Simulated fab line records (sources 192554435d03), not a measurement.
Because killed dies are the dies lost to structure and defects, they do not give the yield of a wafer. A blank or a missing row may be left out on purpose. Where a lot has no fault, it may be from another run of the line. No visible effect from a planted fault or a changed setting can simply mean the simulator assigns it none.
Lot-split experiment -- flow n5 finfet -- 21 wafers read across 7 lots, on a route 1938 steps long

== SPLIT DETAILS ==
At N5_BEOL_M7_COAT_05 (resist thk 90 nm), the setting spin rpm was moved away from the recipe's 1500 rpm on 6 of the 21 wafers read, by -5.2% to +10.3%. For the rest of the wafers, this setting stayed at what the recipe calls for.

== FROM THE SPLIT TO THE READING: what the file shows between them, 5 steps ==
- N5_BEOL_M7_EBR_07
- N5_BEOL_M7_SOFTBAKE_06: time 60 s
- N5_BEOL_M7_EXPOSE_08: exposes mask M7
- N5_BEOL_M7_PEB_09: peb time 60 s
- N5_BEOL_M7_DEVELOP_10: develop time 30 s

== THE READING ==
CAR-ArF_of_BEOL_M7_COAT_05.thk nm (the simulator's own value, which no gauge read), in nm, at N5_BEOL_M7_DESCUM_16 (chemistry O2, time 7.9 s). The file gives no usual value for it. Across the 15 wafers here that went through the recipe, the average is 83.3 nm and the standard deviation 0.32 nm.

wafer,"tool, chamber at the split","spin rpm as run, rpm",against the recipe,"CAR-ArF_of_BEOL_M7_COAT_05.thk nm, nm",against lot-mates on the recipe
L080.2,"litho track-02, 0",1500,recipe,84,-
L080.3,"litho track-02, 0",1437,-4.2%,85.6,+1.8
L080.4,"litho track-02, 0",1500,recipe,83.6,-
L078.2,"litho track-05, 0",1500,recipe,83,-
L078.5,"litho track-05, 0",1500,recipe,83,-
L078.4,"litho track-05, 0",1500,recipe,82.8,-
L083.1,"litho track-02, 0",1500,recipe,83.4,-
L083.3,"litho track-02, 0",1500,recipe,83.4,-
L083.6,"litho track-02, 0",1500,recipe,83.4,-
L086.1,"litho track-02, 0",1655,+10.3%,79.6,-4.2
L086.5,"litho track-02, 0",1500,recipe,83.8,-
L086.6,"litho track-02, 0",1655,+10.3%,79.4,-4.4
L089.1,"litho track-03, 0",1422,-5.2%,86,+2.5
L089.3,"litho track-03, 0",1500,recipe,83.4,-
L089.6,"litho track-03, 0",1500,recipe,83.6,-
L094.2,"litho track-05, 0",1500,recipe,83.2,-
L094.4,"litho track-05, 0",1564,+4.3%,81.2,-2.0
L094.6,"litho track-05, 0",1564,+4.3%,81,-2.2
L092.2,"litho track-03, 0",1500,recipe,83.2,-
L092.6,"litho track-03, 0",1500,recipe,83.2,-
L092.3,"litho track-03, 0",1500,recipe,83,-

FIT RESULTS
A straight line over all 21 wafers: CAR-ArF_of_BEOL_M7_COAT_05.thk nm changes by -0.416 nm for each +1% of spin rpm; r = -0.97; the points scatter about the line by 0.39 nm.
The same after taking each lot's own level away (the mean of its wafers on the recipe; 21 wafers): -0.432 nm for each +1%; r = -1.00; scatter 0.15 nm.
The reading moves by 4.5 nm for the largest change in spin rpm, on that fit.
Measured against the standard deviation above, the lots' own levels, which go from 82.93 to 83.80 nm, span 2.7 times it.
The two slopes are in agreement: the lot-to-lot level therefore moves the slope only a little.
Check: with one of the wafers moved furthest among these (+10.3%) left out of the fit, the line predicts -4.62 nm for it against its lot-mates. Against them it came out at -4.2 nm.

== FURTHER SPLITS ON THESE WAFERS ==
Before the reading, these wafers also passed through other splits. Each is held against what the fit with the lots' levels taken away leaves over:
other split on the same wafers,wafers away from the commonest value,r with CAR-ArF_of_BEOL_M7_COAT_05.thk nm (lot level and that fit taken away)
N5_BEOL_M6_EXPOSE_25 dose mj,4,+0.25
N5_BEOL_M7_PECVD_70 time s,9,+0.38

== THE WHOLE CHAIN: every reading that the file lists as answering this split, in the file's order ==
step,what it does,reading,change (the file's fit),r (the file's)
N5_BEOL_M7_COAT_05,resist thk 90 nm,"CAR-ArF_of_BEOL_M7_COAT_05.thk nm (the simulator's own value, which no gauge read)",-0.457 nm for each +1% of the setting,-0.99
N5_BEOL_M7_DEVELOP_10,develop time 30 s,"CAR-ArF_of_BEOL_M7_COAT_05.thk nm (the simulator's own value, which no gauge read)",-0.446 nm for each +1% of the setting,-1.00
N5_BEOL_M7_DESCUM_16,"chemistry O2, time 7.9 s","CAR-ArF_of_BEOL_M7_COAT_05.thk nm (the simulator's own value, which no gauge read)",-0.436 nm for each +1% of the setting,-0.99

== FILE'S OWN FIT ==
CAR-ArF_of_BEOL_M7_COAT_05.thk nm changes by -0.436 nm for each +1% of spin rpm, r = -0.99.
